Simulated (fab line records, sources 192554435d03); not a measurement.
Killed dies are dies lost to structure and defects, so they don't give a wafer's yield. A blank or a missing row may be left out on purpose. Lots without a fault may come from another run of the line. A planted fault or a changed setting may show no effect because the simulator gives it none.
fab line records | flow n5_finfet | part 2 of 2: steps 20 to 26 of 26
record lots=5 wafers=15 last_day=16
route steps=1938 shown HKMG_FIN@447 GATE_CUT@465
lots that met no fault: from a run of the same line without faults
start_h: hours from the record's first day to the start of the lot's first wafer shown | wait_h: hours since the lot's step before | " the same as in the row above | L1.1+2: a row that stands for several wafers | - no value, or no start given | * or withheld: withheld | < > ~ a bound
route shown NAME@n: a module of which the file shows steps, and the number in the route of the first | usual: mean/standard deviation of fault-free wafers | same: alike in all rows | chamber/n: place in a boat | sites: the reading at each site | _std_site: their standard deviation | _edge_site: outer sites' mean less inner sites' | radius_mm: how far each site lies from the wafer's centre | mask NAME#n: copy n | behind: the tool/chamber that last shaped the wafer | hold: why the lot was held/for how many hours/how that ended | device: the transistor (n, p or np) that didn't switch | end of line: the same wafers' tests at the end of the route | a step without rows: its recipe alone | killed: dies lost to structure and defects at the first sort, not the wafer's yield | map: a wafer's dies, x killed, . not, _ none there
set.NAME: the setting as run; set.NAME@STEP: as run at that earlier step | model.NAME: the simulator's own value behind a step, which no gauge read
lots at some steps of the route; a table a step, a row a wafer
services: from which hour (start_h, from the record's first day; less than 0 if before it) a tool's chamber was out of use, for how many hours, and why
## steps
# step N5_GATE_CUT_ETCHBACK_30
# recipe chemistry=Cl2/Ar target=TiN target_depth_a=30 mode=isotropic pressure_mtorr=10 icp_w=600 bias_w=60 Cl2_flow_sccm=40 Ar_flow_sccm=60
# usual drypump_motor_current_A=5.5/0.4 he_backside_leak_sccm=3.41/0.27 oes_product_au=0.76/0.11 throttle_valve_pct=20.85/0.16
# columns lot.wafer tool chamber start_h wait_h drypump_motor_current_A he_backside_leak_sccm oes_product_au rf_hours_counter_h throttle_valve_pct
L076.2 rie_metal-02 1 93.43 0.1 5.1 3.37 0.86 11 20.63
L076.3 " 0 " " 6.0 3.49 0.61 - 21.04
L076.6 " 0 " " 6.0 3.52 0.61 - 21.03
L078.2 rie_metal-01 1 102.69 0.1 5.2 3.39 0.91 6 20.76
L078.3 " 1 " " 5.2 3.43 0.91 - 20.74
L078.4 " 0 " " 5.3 3.01 0.78 - 20.83
L080.1 rie_metal-02 0 121.16 0.1 6.0 3.55 0.60 130 21.04
L080.4 " 1 " " 5.2 3.56 0.86 - 20.63
L080.5 " 0 " " 6.0 3.40 0.60 - 21.03
L092.3 rie_metal-02 1 186.64 0.0 5.2 3.92 0.83 - 20.64
L092.5 " 0 " " 6.0 3.45 0.59 - 21.06
L092.6 " 1 " " 5.1 3.51 0.82 - 20.65
L094.1 rie_metal-01 0 200.80 0.1 5.2 3.27 0.76 58 20.87
L094.3 " 0 " " 5.3 3.11 0.77 - 20.87
L094.4 " 1 " " 5.2 4.88 0.88 - 20.79
# step N5_GATE_CUT_VAPOR_ETCH_60
# recipe chemistry=BCl3/Cl2 target=HfO2 mode=isotropic
# usual drypump_motor_current_A=5.5/0.39 he_backside_leak_sccm=3.4/0.37 oes_product_au=0.76/0.11
# columns lot.wafer tool chamber start_h wait_h drypump_motor_current_A he_backside_leak_sccm oes_product_au
L076.2 rie_metal-02 1 93.46 0.0 5.1 3.8 0.87
L076.3 " 0 " " 6.0 3.6 0.61
L076.6 " 0 " " 6.0 3.6 0.62
L078.2 rie_metal-01 1 102.72 0.0 5.2 3.5 0.93
L078.3 " 1 " " 5.2 3.4 0.92
L078.4 " 0 " " 5.3 3.2 0.78
L080.1 rie_metal-02 0 121.19 0.0 6.0 3.7 0.60
L080.4 " 1 " " 5.2 3.4 0.87
L080.5 " 0 " " 6.0 3.6 0.61
L092.3 rie_metal-02 1 186.67 0.0 5.1 3.5 0.82
L092.5 " 0 " " 6.0 3.6 0.60
L092.6 " 1 " " 5.1 3.3 0.82
L094.1 rie_metal-01 0 200.83 0.0 5.3 3.0 0.76
L094.3 " 0 " " 5.3 3.2 0.76
L094.4 " 1 " " 5.2 3.5 0.87
# step N5_GATE_CUT_ETCH_58
# recipe chemistry=CH3F/O2 target=SiNx target_depth_a=170 time_s=128.6 ion_energy_ev=50 pressure_mtorr=30 source_w=415 bias_w=21 Ar_flow_sccm=150 CH3F_flow_sccm=30 O2_flow_sccm=20
# usual drypump_motor_current_A=5.9/0.51 oes_product_au=0.75/0.055 rf_vpp_V=99.2/0.95 showerhead_plenum_p_Torr=2.01/0.076 throttle_valve_pct=16.34/0.17
# columns lot.wafer tool chamber start_h wait_h drypump_motor_current_A oes_product_au rf_hours_counter_h rf_vpp_V showerhead_plenum_p_Torr throttle_valve_pct
L076.2 rie_diel-04 2 93.51 0.0 5.4 0.78 124 99.8 2.01 16.29
L076.3 " 3 " " 5.9 0.74 151 99.9 2.09 16.32
L076.6 " 1 " " 6.0 0.76 - 99.7 2.09 16.33
L078.2 rie_diel-02 1 102.77 0.0 6.1 0.77 126 98.6 1.93 16.20
L078.3 " 0 " " 5.1 0.83 78 99.3 2.11 16.15
L078.4 " 3 " " 6.6 0.67 231 100.4 2.06 16.54
L080.1 rie_diel-02 1 121.24 0.0 6.2 0.76 131 99.3 1.93 16.21
L080.4 " 3 " " 6.6 0.67 235 100.6 2.06 16.56
L080.5 " 1 " " 6.2 0.77 - 99.1 1.93 16.19
L092.3 rie_diel-04 0 186.79 0.1 6.4 0.72 214 99.2 1.90 16.70
L092.5 " 1 " " 6.0 0.73 - 100.1 2.08 16.38
L092.6 " 0 " " 6.3 0.73 - 98.0 1.90 16.69
L094.1 rie_diel-02 2 200.95 0.1 6.1 0.73 168 98.7 1.98 16.19
L094.3 " 3 " " 6.6 0.99 3 99.9 2.06 16.14
L094.4 " 1 " " 6.2 0.76 154 97.3 1.92 16.25
# step N5_GATE_CUT_STRIP_59
# recipe chemistry=N2/H2 time_s=20 power_w=100 temp_c=40 pressure_mtorr=100 rf_frequency_hz=6e+07 bias_power_w=3 n2_flow_sccm=300 h2_flow_sccm=300
# usual drypump_motor_current_A=5.9/0.52 oes_product_au=0.75/0.056 rf_vpp_V=45.3/0.88 showerhead_plenum_p_Torr=3.38/0.12 throttle_valve_pct=12.23/0.16
# columns lot.wafer tool chamber start_h wait_h drypump_motor_current_A oes_product_au rf_hours_counter_h rf_vpp_V showerhead_plenum_p_Torr throttle_valve_pct
L076.2 rie_diel-04 2 93.61 0.1 5.4 0.77 124 44.6 3.38 12.17
L076.3 " 3 " " 5.9 0.73 151 45.3 3.50 12.06
L076.6 " 1 " " 6.0 0.75 - 45.5 3.52 12.24
L078.2 rie_diel-02 1 102.87 0.1 6.2 0.77 126 43.6 3.26 12.08
L078.3 " 0 " " 5.1 0.83 78 45.6 3.54 12.05
L078.4 " 3 " " 6.7 0.68 231 45.3 3.46 12.40
L080.1 rie_diel-02 1 121.34 0.1 6.2 0.76 131 45.5 3.26 12.11
L080.4 " 3 " " 6.7 0.67 235 45.2 3.46 12.42
L080.5 " 1 " " 6.2 0.77 - 46.5 3.26 12.11
L092.3 rie_diel-04 0 186.89 0.1 6.4 0.72 214 47.1 3.19 12.51
L092.5 " 1 " " 6.0 0.72 - 44.6 3.50 12.30
L092.6 " 0 " " 6.3 0.71 - 44.8 3.19 12.49
L094.1 rie_diel-02 2 201.05 0.1 6.1 0.72 168 45.6 3.36 12.14
L094.3 " 3 " " 6.7 0.99 3 45.5 3.45 11.81
L094.4 " 1 " " 6.2 0.74 154 44.3 3.24 12.16
# step N5_GATE_CUT_PRECLEAN_31
# recipe temp_c=23 chemistry=DIW time_s=300
# columns lot.wafer tool chamber start_h wait_h
L076.2+3+6 wet_bench-06 5,4,0 93.70 0.1
L078.2+3+4 wet_bench-06 6,0,7 102.95 0.1
L080.1+4+5 wet_bench-06 5,7,6 121.42 0.1
L092.3+5+6 wet_bench-04 1,2,7 186.98 0.1
L094.1+3+4 wet_bench-01 2,7,6 201.14 0.1
# step N5_GATE_CUT_SRD_32
# recipe time_s=30 temp_c=23 rinse_liquid=diw dry=ipa_marangoni
# columns lot.wafer tool chamber start_h wait_h
L076.2+3+6 wet_bench-06 5,4,0 93.78 0.0
L078.2+3+4 wet_bench-06 6,0,7 103.04 0.0
L080.1+4+5 wet_bench-06 5,7,6 121.51 0.0
L092.3+5+6 wet_bench-04 1,2,7 187.06 0.0
L094.1+3+4 wet_bench-01 2,7,6 201.22 0.0
# step N5_GATE_CUT_SAC_CAP_01
# recipe material=SiNx target_thk_a=240 temp_c=400 ald_precursor_family=SiH2I2 ald_co_reactant=N2/H2-plasma pulse_time_s=1 ald_cycles=480 purge_time_s=2 co_reactant_purge_time_s=2 pressure_torr=2
# usual heater_power_outer_w=528/76 heater_power_w=842/100 precursor_pulse_height_rel=1.002/0.02
# columns lot.wafer tool chamber start_h wait_h heater_power_outer_w heater_power_w precursor_pulse_height_rel
L076.2 ald_sin-04 2 93.83 0.0 652 1017 1.022
L076.3 " 3 " " 451 704 1.024
L076.6 " 3 94.92 1.1 457 691 0.995
L078.2 ald_sin-03 1 103.20 0.1 621 971 1.022
L078.3 " 3 " " 589 889 1.011
L078.4 " 0 " " 588 912 1.008
L080.1 ald_sin-03 2 121.55 0.0 581 881 1.009
L080.4 " 1 " " 642 993 1.009
L080.5 " 2 122.64 1.1 565 878 1.018
L092.3 ald_sin-01 0 187.78 0.7 441 808 0.984
L092.5 " 0 188.87 1.8 425 785 1.001
L092.6 " 3 " " 608 942 1.027
L094.1 ald_sin-01 1 201.91 0.7 513 794 0.978
L094.3 " 3 " " 574 947 1.011
L094.4 " 0 " " 435 828 1.014
## services
# columns tool chamber start_h hours kind
ald_metal-01 3 69.38 22.7 repair
rie_diel-02 2 69.71 3.8 repair
rie_diel-02 1 71.07 1.3 repair
rie_diel-05 2 80.74 5.5 repair
ald_metal-01 0 80.85 11.0 repair
ald_metal-03 - 85.15 8.7 pm
ald_metal-03 1 94.58 5.6 repair
cmp-04 - 100.79 0.8 repair
rie_diel-02 - 104.66 0.8 repair
wet_bench-02 - 107.12 2.6 repair
rie_diel-05 0 110.92 6.6 repair
rie_diel-04 - 117.44 2.2 repair
cmp-04 - 123.56 6.0 pm
rie_metal-01 - 124.67 2.8 pm
rie_diel-02 - 126.83 2.8 pm
cmp-02 - 136.75 1.0 repair
cmp-04 - 141.83 4.0 pm
plasma_asher-02 - 142.88 3.1 repair
wet_bench-03 - 147.21 5.3 repair
wet_bench-03 - 157.16 1.3 repair
ald_metal-03 - 175.34 1.8 repair
rie_metal-01 1 181.95 1.7 repair
cvd_w-02 - 185.61 0.4 repair
ald_metal-01 0 196.31 3.3 repair
